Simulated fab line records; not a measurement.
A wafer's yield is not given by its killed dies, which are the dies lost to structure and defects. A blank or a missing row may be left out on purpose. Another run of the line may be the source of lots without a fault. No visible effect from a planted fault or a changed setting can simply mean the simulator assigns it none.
What tool caused it? :: flow n5-finfet :: Sampling: 11 lots, 32 wafers, 4 of 1938 route steps

WHAT THE GAUGES SHOWED, per wafer
N5_BEOL_M15_THK_MEAS_50: measures by xrf.
lot: L133
measured: day 11 17:08
on: film-metro-02
M15_THK (nm): 847 864 873

lot: L136
measured: day 12 21:44
on: film-metro-02
M15_THK (nm): 868 823 865

lot: L139
measured: day 13 14:43
on: film-metro-02
M15_THK (nm): 859 844 854

lot: L140
measured: day 13 20:13
on: film-metro-02
M15_THK (nm): 856 848 862

lot: L145
measured: day 15 14:25
on: film-metro-02
M15_THK (nm): 869 823 864

lot: L148
measured: day 15 19:27
on: film-metro-02
M15_THK (nm): 859 882 879

lot: L146
measured: day 15 22:49
on: film-metro-02
M15_THK (nm): 857 845 842

lot: L152
measured: day 16 16:59
on: film-metro-02
M15_THK (nm): 831 844

lot: L154
measured: day 17 04:49
on: film-metro-01
M15_THK (nm): 852 850 872

lot: L153
measured: day 17 05:30
on: film-metro-01
M15_THK (nm): 838 807 839

lot: L155
measured: day 17 19:35
on: film-metro-01
M15_THK (nm): 856 870 861

TOOL THAT RAN EACH LOT (tool first, then ch and the chambers of the sampled wafers, then the start)
lot: L133
N5_BEOL_M15_DESCUM_33: rie-diel-04 ch 1,3, day 11 12:37
N5_BEOL_M15_SPUTTER_43: pvd-sputter-01, day 11 15:29
N5_BEOL_M15_SPUTTER_44: pvd-sputter-01, day 11 15:34

lot: L136
N5_BEOL_M15_DESCUM_33: rie-diel-03 ch 0,1,3, day 12 13:53
N5_BEOL_M15_SPUTTER_43: pvd-sputter-01, day 12 20:26
N5_BEOL_M15_SPUTTER_44: pvd-sputter-01, day 12 20:31

lot: L139
N5_BEOL_M15_DESCUM_33: rie-diel-04 ch 0,2,3, day 13 11:40
N5_BEOL_M15_SPUTTER_43: pvd-sputter-02, day 13 13:06
N5_BEOL_M15_SPUTTER_44: pvd-sputter-02, day 13 13:11

lot: L140
N5_BEOL_M15_DESCUM_33: rie-diel-04 ch 1,2,3, day 13 17:52
N5_BEOL_M15_SPUTTER_43: pvd-sputter-01, day 13 19:06
N5_BEOL_M15_SPUTTER_44: pvd-sputter-01, day 13 19:11

lot: L145
N5_BEOL_M15_DESCUM_33: rie-diel-03 ch 0,3, day 15 11:30
N5_BEOL_M15_SPUTTER_43: pvd-sputter-02, day 15 13:01
N5_BEOL_M15_SPUTTER_44: pvd-sputter-02, day 15 13:06

lot: L148
N5_BEOL_M15_DESCUM_33: rie-diel-04 ch 1,2, day 15 13:56
N5_BEOL_M15_SPUTTER_43: pvd-sputter-01, day 15 18:00
N5_BEOL_M15_SPUTTER_44: pvd-sputter-01, day 15 18:05

lot: L146
N5_BEOL_M15_DESCUM_33: rie-diel-04 ch 0,2, day 15 14:26
N5_BEOL_M15_SPUTTER_43: pvd-sputter-01, day 15 21:42
N5_BEOL_M15_SPUTTER_44: pvd-sputter-01, day 15 21:47

lot: L152
N5_BEOL_M15_DESCUM_33: rie-diel-05 ch 0,2, day 16 14:20
N5_BEOL_M15_SPUTTER_43: pvd-sputter-02, day 16 15:55
N5_BEOL_M15_SPUTTER_44: pvd-sputter-02, day 16 15:59

lot: L154
N5_BEOL_M15_DESCUM_33: rie-diel-04 ch 0,1, day 17 01:43
N5_BEOL_M15_SPUTTER_43: pvd-sputter-02, day 17 03:43
N5_BEOL_M15_SPUTTER_44: pvd-sputter-02, day 17 03:47

lot: L153
N5_BEOL_M15_DESCUM_33: rie-diel-03 ch 1,2,3, day 17 02:08
N5_BEOL_M15_SPUTTER_43: pvd-sputter-02, day 17 04:23
N5_BEOL_M15_SPUTTER_44: pvd-sputter-02, day 17 04:28

lot: L155
N5_BEOL_M15_DESCUM_33: rie-diel-03 ch 1,3, day 17 14:13
N5_BEOL_M15_SPUTTER_43: pvd-sputter-02, day 17 18:16
N5_BEOL_M15_SPUTTER_44: pvd-sputter-02, day 17 18:21
- N5_BEOL_M15_DESCUM_33: chemistry O2, time 7.9 s.
- N5_BEOL_M15_SPUTTER_43: material TaN, target thk 15 nm, time 24.19 s.
- N5_BEOL_M15_SPUTTER_44: material Ta, target thk 15 nm, time 24.19 s.

THE ANSWER, worked out from the rows above alone
Rule: the usual values come from the lots themselves. The widest of any qualifying gaps counts: lots, ordered by their means at a reading, are off when they make up no more than a third of the lots, leave a main group of 4 or more, and stand apart from it by 3 or more times the standard deviation of that group's means. A main group whose means are all the same, to the digits that the tables above print for the reading, isn't used. A lot without any number at a reading at which 4 lots or more have one is off too. All remaining lots with rows at the step are treated as sound.
Across all readings shown, no lot is off: no conclusion can be drawn from this.

WHAT HAD BEEN PUT IN BY THE SIMULATOR
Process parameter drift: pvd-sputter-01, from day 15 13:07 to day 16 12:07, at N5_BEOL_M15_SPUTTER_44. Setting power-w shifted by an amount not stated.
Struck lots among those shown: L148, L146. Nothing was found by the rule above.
